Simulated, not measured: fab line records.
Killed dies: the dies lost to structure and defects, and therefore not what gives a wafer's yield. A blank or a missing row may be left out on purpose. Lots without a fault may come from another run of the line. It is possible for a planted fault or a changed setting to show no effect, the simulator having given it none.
Matching of chambers :: flow n5Finfet :: 4 sister chambers for N5_BEOL_M1_ETCHBACK_99 on rieDiel-05
The step etches SiO2 in CHF3, target depth 5 nm, time 10.4 s. 18 wafers are shown with their chamber, then 9 later ones without.

== WAFERS WITH THEIR CHAMBER ==
wafer: L074.2
chamber: 2
showerheadPlenumPTorr (Torr): 2.21
throttleValvePct (%): 16.64
rfVppV (V): 238

wafer: L074.5
chamber: 3
showerheadPlenumPTorr (Torr): 2.07
throttleValvePct (%): 17.04
rfVppV (V): 238

wafer: L074.6
chamber: 2
showerheadPlenumPTorr (Torr): 2.21
throttleValvePct (%): 16.64
rfVppV (V): 239

wafer: L075.1
chamber: 3
showerheadPlenumPTorr (Torr): 2.07
throttleValvePct (%): 17.02
rfVppV (V): 238

wafer: L075.2
chamber: 2
showerheadPlenumPTorr (Torr): 2.20
throttleValvePct (%): 16.64
rfVppV (V): 239

wafer: L075.4
chamber: 1
showerheadPlenumPTorr (Torr): 2.01
throttleValvePct (%): 17.26
rfVppV (V): 231

wafer: L076.1
chamber: 0
showerheadPlenumPTorr (Torr): 2.04
throttleValvePct (%): 17.22
rfVppV (V): 250

wafer: L076.2
chamber: 1
showerheadPlenumPTorr (Torr): 2.01
throttleValvePct (%): 17.26
rfVppV (V): 230

wafer: L076.4
chamber: 3
showerheadPlenumPTorr (Torr): 2.07
throttleValvePct (%): 17.02
rfVppV (V): 240

wafer: L077.1
chamber: 2
showerheadPlenumPTorr (Torr): 2.20
throttleValvePct (%): 16.66
rfVppV (V): 238

wafer: L077.4
chamber: 3
showerheadPlenumPTorr (Torr): 2.07
throttleValvePct (%): 17.03
rfVppV (V): 237

wafer: L077.6
chamber: 1
showerheadPlenumPTorr (Torr): 2.01
throttleValvePct (%): 17.26
rfVppV (V): 230

wafer: L080.1
chamber: 2
showerheadPlenumPTorr (Torr): 2.20
throttleValvePct (%): 16.64
rfVppV (V): 237

wafer: L080.2
chamber: 0
showerheadPlenumPTorr (Torr): 2.04
throttleValvePct (%): 17.24
rfVppV (V): 249

wafer: L080.6
chamber: 1
showerheadPlenumPTorr (Torr): 2.00
throttleValvePct (%): 17.28
rfVppV (V): 230

wafer: L084.1
chamber: 1
showerheadPlenumPTorr (Torr): 2.00
throttleValvePct (%): 17.30
rfVppV (V): 230

wafer: L084.2
chamber: 2
showerheadPlenumPTorr (Torr): 2.20
throttleValvePct (%): 16.66
rfVppV (V): 239

wafer: L084.5
chamber: 1
showerheadPlenumPTorr (Torr): 2.00
throttleValvePct (%): 17.30
rfVppV (V): 231

SIGNATURES (averages over the wafers above)
reading: showerheadPlenumPTorr
chamber 0: 2.0400
chamber 1: 2.0050
chamber 2: 2.2033
chamber 3: 2.0700
scatter within a chamber: 0.0045

reading: throttleValvePct
chamber 0: 17.2300
chamber 1: 17.2767
chamber 2: 16.6467
chamber 3: 17.0275
scatter within a chamber: 0.0145

reading: rfVppV
chamber 0: 249.50
chamber 1: 230.33
chamber 2: 238.33
chamber 3: 238.25
scatter within a chamber: 0.842
Rule: distance of a wafer from a chamber = root of the sum over the readings of ((wafer's reading minus chamber's mean) / reading's scatter) squared. If the next closest chamber is less than 2 further off than the closest, the wafer can't be placed; otherwise it belongs to the closest. The scatter: the root of (the sum of the squares of (reading less its chamber's mean) over the shown wafers, divided by (wafers less chambers)).

== WAFERS WHOSE CHAMBER IS MISSING ==
wafer: L085.2
showerheadPlenumPTorr (Torr): 2.00
throttleValvePct (%): 17.29
rfVppV (V): 230

wafer: L085.4
showerheadPlenumPTorr (Torr): 2.07
throttleValvePct (%): 17.08
rfVppV (V): 236

wafer: L085.5
showerheadPlenumPTorr (Torr): 2.00
throttleValvePct (%): 17.29
rfVppV (V): 229

wafer: L090.1
showerheadPlenumPTorr (Torr): 2.07
throttleValvePct (%): 17.08
rfVppV (V): 238

wafer: L090.3
showerheadPlenumPTorr (Torr): 2.03
throttleValvePct (%): 17.26
rfVppV (V): 249

wafer: L090.6
showerheadPlenumPTorr (Torr): 2.03
throttleValvePct (%): 17.27
rfVppV (V): 249

wafer: L096.1
showerheadPlenumPTorr (Torr): 2.19
throttleValvePct (%): 16.71
rfVppV (V): 237

wafer: L096.4
showerheadPlenumPTorr (Torr): 2.00
throttleValvePct (%): 17.32
rfVppV (V): 231

wafer: L096.5
showerheadPlenumPTorr (Torr): 2.00
throttleValvePct (%): 17.30
rfVppV (V): 228

== THE CHAMBER EACH PASSED THROUGH ==
wafer: L085.2
from the rows above: 1
in truth: 1

wafer: L085.4
from the rows above: 3
in truth: 3

wafer: L085.5
from the rows above: 1
in truth: 1

wafer: L090.1
from the rows above: 3
in truth: 3

wafer: L090.3
from the rows above: 0
in truth: 0

wafer: L090.6
from the rows above: 0
in truth: 0

wafer: L096.1
from the rows above: 2
in truth: 2

wafer: L096.4
from the rows above: 1
in truth: 1

wafer: L096.5
from the rows above: 1
in truth: 1
Correctly placed: 9 of 9. Left unplaced by these rows: 0. Number placed wrongly: 0.
